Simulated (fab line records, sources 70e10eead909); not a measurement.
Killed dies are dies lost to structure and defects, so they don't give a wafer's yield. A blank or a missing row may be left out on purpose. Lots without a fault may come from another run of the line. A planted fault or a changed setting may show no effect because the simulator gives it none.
fab line records | flow nand_harc
record lots=6 wafers=18 last_day=32
route steps=1302 shown P_CONTACT@249 P_M0@253
lots that met no fault: from a run of the same line without faults
start_h: hours from the record's first day to the start of the lot's first wafer shown | wait_h: hours since the lot's step before | " the same as in the row above | L1.1+2: a row that stands for several wafers | - no value, or no start given | * or withheld: withheld | < > ~ a bound
route shown NAME@n: a module of which the file shows steps, and the number in the route of the first | usual: mean/standard deviation of fault-free wafers | same: alike in all rows | chamber/n: place in a boat | sites: the reading at each site | _std_site: their standard deviation | _edge_site: outer sites' mean less inner sites' | radius_mm: how far each site lies from the wafer's centre | mask NAME#n: copy n | behind: the tool/chamber that last shaped the wafer | hold: why the lot was held/for how many hours/how that ended | device: the transistor (n, p or np) that didn't switch | end of line: the same wafers' tests at the end of the route | a step without rows: its recipe alone | killed: dies lost to structure and defects at the first sort, not the wafer's yield | map: a wafer's dies, x killed, . not, _ none there
set.NAME: the setting as run; set.NAME@STEP: as run at that earlier step | model.NAME: the simulator's own value behind a step, which no gauge read
lots at some steps of the route; a table a step, a row a wafer
services: from which hour (start_h, from the record's first day; less than 0 if before it) a tool's chamber was out of use, for how many hours, and why
## steps
# step NHARC_P_CONTACT_CMP_24
# recipe t_overpolish_s=30 target_thk_nm=200
# usual edge_zone_pressure_frac=1.000/0.0053 motor_current_A=12.4/0.92 overpolish_run_s=30.000/0.0094 time_to_endpoint_s=38.9/2.8
# columns lot.wafer tool chamber start_h wait_h edge_zone_pressure_frac motor_current_A overpolish_run_s time_to_endpoint_s
L417.4 cmp-03 2 194.15 0.3 1.002 12.1 29.988 39.3
L417.5 " 2 " " 1.001 11.7 30.008 42.4
L417.6 " 3 " " 1.002 10.7 29.992 41.6
L419.1 cmp-03 1 211.13 1.0 1.004 11.8 30.012 40.4
L419.2 " 2 " " 1.009 11.5 30.000 42.3
L419.6 " 2 " " 1.012 12.7 29.991 39.8
L427.3 cmp-02 1 285.86 0.4 1.007 12.3 30.001 41.0
L427.1 " 2 " " 1.009 11.4 29.998 41.1
L427.6 " 1 " " 1.005 12.9 30.005 38.4
L428.3 cmp-01 1 305.83 0.3 0.993 13.2 29.998 41.8
L428.2 " 3 " " 0.997 14.1 30.004 39.2
L428.4 " 0 " " 0.999 11.0 29.983 38.8
L429.3 cmp-01 2 306.63 0.4 1.007 12.6 30.011 39.2
L429.4 " 3 " " 1.005 13.5 29.996 38.6
L429.6 " 2 " " 1.002 13.3 29.998 40.3
L431.3 cmp-01 2 333.63 0.4 0.998 12.7 29.987 39.6
L431.4 " 3 " " 1.004 14.0 29.999 42.2
L431.6 " 0 " " 1.002 11.2 30.004 38.9
# step NHARC_P_CONTACT_SRD_26
# step NHARC_P_CONTACT_INSPECT_27
# usual raw_defect_count=272/120
# columns lot.wafer tool chamber start_h wait_h raw_defect_count
L417.4 defect_inspect-02 - 194.55 0.1 311
L417.5 " - " " 472
L417.6 " - " " 281
L419.1 defect_inspect-01 - 211.52 0.1 278
L419.2 " - " " 284
L419.6 " - " " 252
L427.1 defect_inspect-01 - 286.23 0.1 257
L427.3 " - " " 364
L427.6 " - " " 204
L428.2 defect_inspect-02 - 306.23 0.1 236
L428.3 " - " " 259
L428.4 " - " " 303
L429.3 defect_inspect-02 - 307.04 0.1 151
L429.4 " - " " 432
L429.6 " - " " 299
L431.3 defect_inspect-01 - 333.98 0.1 216
L431.4 " - " " 434
L431.6 " - " " 311
# step NHARC_P_M0_DEP_00
# recipe target_thk_a=1500 target_thk_nm=150 temp_c=withheld pressure_torr=5 flow_sccm=200 rf_w=600 material=SiOC
# step NHARC_P_M0_DEHYDRATE_01
# recipe temp_c=150 time_s=120
# step NHARC_P_M0_HMDS_02
# recipe time_s=30
# step NHARC_P_M0_COAT_33
# recipe temp_c=200 time_s=65
# step NHARC_P_M0_COAT_03
# recipe spin_rpm=1500 resist_thk_nm=90
# step NHARC_P_M0_SOFTBAKE_04
# recipe temp_c=105 time_s=55
# step NHARC_P_M0_EBR_05
# step NHARC_P_M0_EXPOSE_06
# recipe na=1.35 target_cd_nm=90 dose_mj=81.28 mask_id=P_M0
# step NHARC_P_M0_PEB_07
# recipe peb_temp_c=100 peb_time_s=65
# usual exhaust_pa=45.2/0.84 heater_power_total_W=156.6/0.41
# columns lot.wafer tool chamber start_h wait_h exhaust_pa heater_power_total_W
L417.4 litho_track-01 0 195.43 0.0 45.8 184.8
L417.5 " 0 " " 45.7 185.8
L417.6 " 0 " " 45.7 185.1
L419.1 litho_track-01 0 212.35 0.1 45.6 185.8
L419.2 " 0 " " 44.8 184.8
L419.6 " 0 " " 44.7 185.1
L427.1 litho_track-06 0 287.05 0.1 45.7 156.9
L427.3 " 0 " " 45.9 157.1
L427.6 " 0 " " 46.0 156.1
L428.2 litho_track-04 0 306.92 0.1 43.4 157.0
L428.3 " 0 " " 44.7 157.1
L428.4 " 0 " " 44.8 156.0
L429.3 litho_track-01 0 307.86 0.0 44.2 156.7
L429.4 " 0 " " 44.5 157.2
L429.6 " 0 " " 45.5 157.1
L431.3 litho_track-04 0 334.68 0.0 45.2 156.8
L431.4 " 0 " " 45.4 157.1
L431.6 " 0 " " 45.5 156.3
# step NHARC_P_M0_DEVELOP_08
# recipe develop_time_s=35 dev_temp_c=23
# step NHARC_P_M0_CD_MEAS_09
# recipe target_cd_nm=90 landing_energy_ev=500
# usual cd_nm=90.1/0.65
# same landing_energy_ev=500
# columns lot.wafer tool chamber start_h wait_h cd_nm
L417.4 cd_sem-01 0 195.51 - 77.1
L417.5 " 0 " " 76.4
L417.6 " 0 " " 77.8
L419.1 cd_sem-03 0 212.42 - 80.6
L419.2 " 0 " " 79.5
L419.6 " 0 " " 80.3
L427.1 cd_sem-02 0 287.13 - 91.2
L427.3 " 0 " " 90.7
L427.6 " 0 " " 90.1
L428.2 cd_sem-02 0 307.01 - 90.8
L428.3 " 0 " " 91.1
L428.4 " 0 " " 91.0
L429.3 cd_sem-02 0 307.94 - 90.1
L429.4 " 0 " " 90.8
L429.6 " 0 " " 89.3
L431.3 cd_sem-01 0 334.77 - 90.7
L431.4 " 0 " " 90.2
L431.6 " 0 " " 90.5
# step NHARC_P_M0_OVL_MEAS_10
# recipe pitch_nm=180
# usual overlay_x_nm=0.0/0.85 overlay_y_nm=0.2/0.72
# columns lot.wafer tool chamber start_h wait_h overlay_x_nm overlay_y_nm
L417.4 overlay-02 - 195.59 - 0.6 0.0
L417.5 " - " " 0.3 0.2
L417.6 " - " " 0.7 0.0
L419.1 overlay-02 - 212.51 - 0.1 0.2
L419.2 " - " " -0.1 0.9
L419.6 " - " " 0.0 0.5
L427.1 overlay-02 - 287.22 - -0.4 -0.4
L427.3 " - " " 0.0 0.3
L427.6 " - " " -0.1 -0.4
L428.2 overlay-01 - 307.09 - 0.0 0.5
L428.3 " - " " -0.5 0.8
L428.4 " - " " -0.2 0.1
L429.3 overlay-02 - 308.02 - 1.3 0.9
L429.4 " - " " 1.3 0.8
L429.6 " - " " 1.8 1.0
L431.3 overlay-02 - 334.85 - -1.2 0.9
L431.4 " - " " -1.4 1.0
L431.6 " - " " -1.1 0.0
# step NHARC_P_M0_INSPECT_11
# usual raw_defect_count=3.9/2.4
# columns lot.wafer tool chamber start_h wait_h raw_defect_count
L417.4 defect_inspect-01 - 195.63 0.0 3
L417.5 " - " " 6
L417.6 " - " " 1
L419.1 defect_inspect-02 - 212.55 0.0 2
L419.2 " - " " 5
L419.6 " - " " 3
L427.1 defect_inspect-02 - 287.26 0.0 1
L427.3 " - " " 2
L427.6 " - " " 2
L428.2 defect_inspect-01 - 307.13 0.0 3
L428.3 " - " " 2
L428.4 " - " " 2
L429.3 defect_inspect-02 - 308.06 0.0 4
L429.4 " - " " 7
L429.6 " - " " 2
L431.3 defect_inspect-01 - 334.89 0.0 7
L431.4 " - " " 6
L431.6 " - " " 5
# step NHARC_P_M0_DESCUM_14
# recipe time_s=3 o2_flow_sccm=200 ar_flow_sccm=0 bias_power_w=0 chemistry=O2
# usual drypump_motor_current_A=5.7/0.4 mfc_ar_sccm=0.008/0.01 oes_product_au=1.003/0.01 rf_vpp_V=57.6/0.86 showerhead_plenum_p_Torr=1.87/0.086 throttle_valve_pct=11.311/0.0099
# columns lot.wafer tool chamber start_h wait_h drypump_motor_current_A mfc_ar_sccm oes_product_au rf_hours_counter_h rf_vpp_V showerhead_plenum_p_Torr throttle_valve_pct model.P_M0.cd_nm
L417.4 rie_diel-09 3 195.71 0.1 6.2 0 1.018 8 57.3 1.81 11.310 77.42
L417.6 " 0 " " 5.3 0.020 1.012 - 57.3 2.04 11.298 77.79
L417.5 " 1 " " 5.6 0 1.012 - 57.9 1.79 11.308 76.35
L419.2 rie_diel-08 2 212.62 0.1 5.9 0 1.009 5 57.8 1.91 11.315 79.26
L419.1 " 3 " " 6.1 0.022 0.991 5 58.3 1.82 11.324 80.76
L419.6 " 2 " " 5.9 0 0.989 - 58.8 1.91 11.311 79.28
L427.3 rie_diel-08 3 287.32 0.1 6.2 0.022 0.992 34 57.9 1.81 11.318 91.63
L427.1 " 2 " " 5.9 0 0.999 33 59.4 1.90 11.310 90.26
L427.6 " 0 " " 5.3 0 1.003 - 57.5 1.92 11.308 90.39
L428.4 rie_diel-09 0 307.19 0.1 5.3 0.020 1.004 24 58.2 2.03 11.323 91.77
L428.3 " 1 " " 5.7 0 1.013 25 57.5 1.78 11.320 90.92
L428.2 " 2 " " 5.6 0.007 1.020 26 55.8 1.79 11.309 91.41
L429.4 rie_diel-09 1 308.13 0.1 5.6 0 1.007 25 58.6 1.78 11.316 90.07
L429.3 " 2 " " 5.6 0.007 1.007 26 56.5 1.79 11.315 90.89
L429.6 " 1 " " 5.7 0 1.010 - 57.2 1.78 11.303 89.57
L431.4 rie_diel-09 1 334.95 0.1 5.6 0 0.990 1 57.3 1.78 11.319 89.49
L431.3 " 3 " " 6.2 0 1.003 1 57.1 1.80 11.297 89.49
L431.6 " 1 " " 5.7 0 0.987 - 57.1 1.78 11.316 90
# step NHARC_P_M0_ETCH_34
# recipe target_depth_a=400 overetch_a=120 time_s=43.94 ion_energy_ev=200 n2_flow_sccm=150 h2_flow_sccm=150 ar_flow_sccm=0 rf_w=400 bias_w=150 chemistry=N2/H2
# usual drypump_motor_current_A=5.7/0.41 mfc_ar_sccm=0.008/0.01 n2_flow_sccm=149.9/0.44 oes_product_au=1.003/0.01 rf_vpp_V=429.4/2.8 showerhead_plenum_p_Torr=2.00/0.094 throttle_valve_pct=14.171/0.0082
# columns lot.wafer tool chamber start_h wait_h drypump_motor_current_A mfc_ar_sccm n2_flow_sccm oes_product_au rf_hours_counter_h rf_vpp_V showerhead_plenum_p_Torr throttle_valve_pct
L417.4 rie_diel-09 3 195.78 0.1 6.2 0 150.3 1.006 8 427.8 1.92 14.156
L417.5 " 1 " " 5.7 0 150.4 1.011 - 426.8 1.90 14.172
L417.6 " 2 " " 5.6 0.007 150.3 1.021 - 427.1 1.91 14.176
L419.2 rie_diel-08 1 212.83 0.2 4.8 0.026 150.1 0.987 6 430.5 2.03 14.169
L419.1 " 2 " " 5.9 0 149.8 0.996 6 430.3 2.04 14.193
L419.6 " 1 " " 4.8 0.026 149.6 0.993 - 430.3 2.03 14.175
L427.1 rie_diel-08 3 287.45 0.1 6.1 0.022 149.4 0.987 34 427.6 1.93 14.180
L427.3 " 2 " " 5.9 0 150.2 0.993 33 430.2 2.03 14.181
L427.6 " 3 " " 6.1 0.022 149.6 0.998 - 428.4 1.93 14.163
L428.3 rie_diel-09 0 307.27 0.1 5.3 0.020 150.2 1.007 24 434.2 2.17 14.160
L428.2 " 1 " " 5.6 0 149.9 1.013 25 426.4 1.90 14.154
L428.4 " 3 " " 6.2 0 149.9 1.028 25 428.7 1.92 14.172
L429.3 rie_diel-09 0 308.21 0.1 5.3 0.020 149.8 0.997 24 435.7 2.17 14.156
L429.4 " 1 " " 5.7 0 150.5 1.008 25 426.4 1.90 14.162
L429.6 " 0 " " 5.3 0.020 150.2 1.003 - 433.4 2.17 14.151
L431.4 rie_diel-09 2 335.03 0.1 5.6 0.007 150.0 1.000 1 426.1 1.91 14.159
L431.3 " 3 " " 6.2 0 149.9 1.011 1 427.6 1.91 14.174
L431.6 " 2 " " 5.6 0.007 150.2 1.000 - 426.1 1.90 14.181
# step NHARC_P_M0_ETCH_15
# recipe target_depth_a=1500 overetch_a=150 time_s=82.5 c4f8_flow_sccm=withheld ar_flow_sccm=400 rf_w=600 bias_w=300 chemistry=C4F8/Ar
# usual oes_product_au=0.961/0.022 rf_vpp_V=439.4/2.9
# columns lot.wafer tool chamber start_h wait_h oes_product_au rf_hours_counter_h rf_vpp_V model.P_M0.cd_nm
L417.4 rie_diel-09 2 - - 0.989 7 437.2 77.44
L417.5 " 3 " " 0.992 - 437.7 76.08
L417.6 " 0 " " 0.962 - 444.4 78.1
L419.1 rie_diel-08 1 - - 0.943 6 440.5 80.72
L419.2 " 2 " " 0.945 6 440.6 79.07
L419.6 " 0 " " 0.965 - 441.0 79.05
L427.1 rie_diel-08 2 - - 0.949 37 439.9 89.85
L427.3 " 0 " " 0.945 30 440.8 91.7
L427.6 " 3 " " 0.939 - 436.6 89.88
L428.4 rie_diel-09 3 - - 0.991 25 436.1 91.66
L428.3 " 1 " " 0.962 25 437.1 91.17
L428.2 " 2 " " 0.972 26 438.7 90.73
L429.4 rie_diel-09 1 - - 0.960 25 436.6 89.8
L429.3 " 3 " " 0.984 25 437.9 91.21
L429.6 " 0 " " 0.961 - 445.3 89.8
L431.3 rie_diel-09 3 - - 0.976 1 437.2 89.38
L431.4 " 1 " " 0.950 1 435.4 89.49
L431.6 " 3 " " 0.984 - 434.5 89.7
# step NHARC_P_M0_CD_MEAS_16
# usual cd_nm=90.1/0.83
# columns lot.wafer tool chamber start_h wait_h cd_nm
L417.4 cd_sem-03 - 195.99 - 77.8
L417.5 " - " " 76.2
L417.6 " - " " 78.3
L419.1 cd_sem-01 - 213.04 - 80.6
L419.2 " - " " 79.0
L419.6 " - " " 79.3
L427.1 cd_sem-01 - 290.52 - 89.9
L427.3 " - " " 91.5
L427.6 " - " " 89.9
L428.2 cd_sem-03 - 307.49 - 90.5
L428.3 " - " " 91.3
L428.4 " - " " 91.9
L429.3 cd_sem-01 - 308.43 - 91.2
L429.4 " - " " 89.8
L429.6 " - " " 89.8
L431.3 cd_sem-02 - 335.25 - 89.1
L431.4 " - " " 89.3
L431.6 " - " " 89.8
## services
# columns tool chamber start_h hours kind
rie_diel-08 - 174.12 0.1 repair
rie_diel-09 0 176.64 - clean
litho_track-06 - 179.00 7.0 pm
cmp-01 - 185.68 4.0 pm
rie_diel-08 - 191.24 9.0 pm
cmp-03 - 195.10 5.8 repair
litho_track-04 - 203.01 7.0 pm
cmp-02 - 207.68 3.8 repair
cmp-02 - 232.64 4.0 pm
cmp-03 - 254.11 0.8 repair
cmp-03 - 263.57 4.0 pm
cmp-03 - 275.97 0.8 repair
cmp-01 - 277.63 1.7 repair
rie_diel-08 1 278.01 5.6 repair
cmp-01 - 283.68 4.0 pm
rie_diel-09 - 287.54 0.2 repair
rie_diel-08 2 292.08 1.3 repair
cmp-02 - 302.85 4.0 repair
cmp-03 - 304.04 6.1 repair
cmp-01 - 318.22 0.6 repair
rie_diel-09 - 320.19 9.0 pm
litho_track-01 - 330.00 7.0 pm
cmp-02 - 330.64 4.0 pm
rie_diel-09 - 332.54 0.6 repair
## key
first_sign step=NHARC_P_M0_PEB_07 reading=heater_power_total_W direction=up sigmas=70 usual=* struck=*
effect step=NHARC_P_M0_CD_MEAS_09 reading=cd_nm direction=down sigmas=18 usual=90.1 struck=78.6 through=control_loop
effect step=NHARC_P_M0_CD_MEAS_16 reading=cd_nm direction=down sigmas=14 usual=90.1 struck=78.6 through=control_loop
model_effect step=NHARC_P_M0_DESCUM_14 value=P_M0.cd_nm without=89.29 struck=78.48
model_effect step=NHARC_P_M0_ETCH_15 value=P_M0.cd_nm without=89.22 struck=78.41
met_at NHARC_P_M0_PEB_07
struck_wafers L417.4,L417.5,L417.6,L419.1,L419.2,L419.6
sort_left_out L417.4,L417.5,L417.6,L419.1,L419.2,L419.6
loop_trim step=NHARC_P_M0_EXPOSE_06 setting=dose lots=L419
fault kind=process_parameter_drift tool=litho_track-01 chamber=- onset_h=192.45 steps=NHARC_P_M0_PEB_07 channel=peb_time_s offset=* shape=step end_h=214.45 acts_in=* stated=*
# sort_left_out: the simulated sort isn't trusted on such a fault, so these wafers' sort isn't shown, and their yield isn't known
# loop_trim: a control loop set the setting to another value than it would have without faults
